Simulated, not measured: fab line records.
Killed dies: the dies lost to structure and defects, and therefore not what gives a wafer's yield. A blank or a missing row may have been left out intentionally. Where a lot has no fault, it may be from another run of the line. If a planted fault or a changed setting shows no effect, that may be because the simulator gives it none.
Chamber matching	flow n5_finfet	4 sister chambers for N5_BEOL_M2_STRIP_19 on rie_diel-02
The step strips in O2. 14 wafers are shown with their chamber, then 7 later ones without.

## WAFERS, EACH WITH ITS CHAMBER
wafer	chamber	drypump_motor_current_A (A)	showerhead_plenum_p_Torr (Torr)	throttle_valve_pct (%)
L076.1	2	5.8	2.17	16.35
L076.2	1	5.2	2.10	16.53
L076.6	0	6.1	2.00	16.56
L077.3	0	6.1	2.00	16.60
L077.4	2	5.8	2.17	16.36
L077.5	1	5.2	2.10	16.56
L086.1	3	4.9	2.16	16.82
L086.3	0	6.2	1.99	16.63
L086.5	1	5.2	2.09	16.57
L092.1	3	4.9	2.15	16.87
L092.3	0	6.1	1.99	16.65
L092.4	1	5.2	2.08	16.61
L094.1	3	4.9	2.15	16.88
L094.3	1	5.2	2.08	16.61

SIGNATURES, as means of the wafers listed above
reading	chamber 0	chamber 1	chamber 2	chamber 3	scatter within a chamber
drypump_motor_current_A	6.125	5.200	5.800	4.900	0.0274
showerhead_plenum_p_Torr	1.9950	2.0900	2.1700	2.1533	0.00753
throttle_valve_pct	16.6100	16.5760	16.3550	16.8567	0.0338
Rule: a wafer lies at a distance from a chamber equal to the root of the sum of squares, over the readings, of (its reading less the chamber's mean, divided by the reading's scatter). If the next closest chamber is less than 2 further off than the closest, the wafer can't be placed; otherwise it belongs to the closest. How the scatter is found: for the shown wafers, subtract from each reading the mean of its chamber, square and add these, divide the total by (wafers less chambers), then take the root.

## WAFERS MISSING THEIR CHAMBER
wafer	drypump_motor_current_A (A)	showerhead_plenum_p_Torr (Torr)	throttle_valve_pct (%)
L094.5	5.2	2.08	16.60
L095.4	5.8	2.16	16.43
L095.5	5.8	2.16	16.45
L095.6	4.9	2.15	16.88
L096.3	5.2	2.08	16.61
L096.5	4.9	2.15	16.88
L096.6	5.8	2.16	16.43

## WHICH CHAMBER EACH WENT THROUGH
wafer	from the rows above	in truth
L094.5	1	1
L095.4	2	2
L095.5	2	2
L095.6	3	3
L096.3	1	1
L096.5	3	3
L096.6	2	2
Correctly placed: 7 of 7. From these rows, 0 cannot be placed. Placed wrongly: 0.
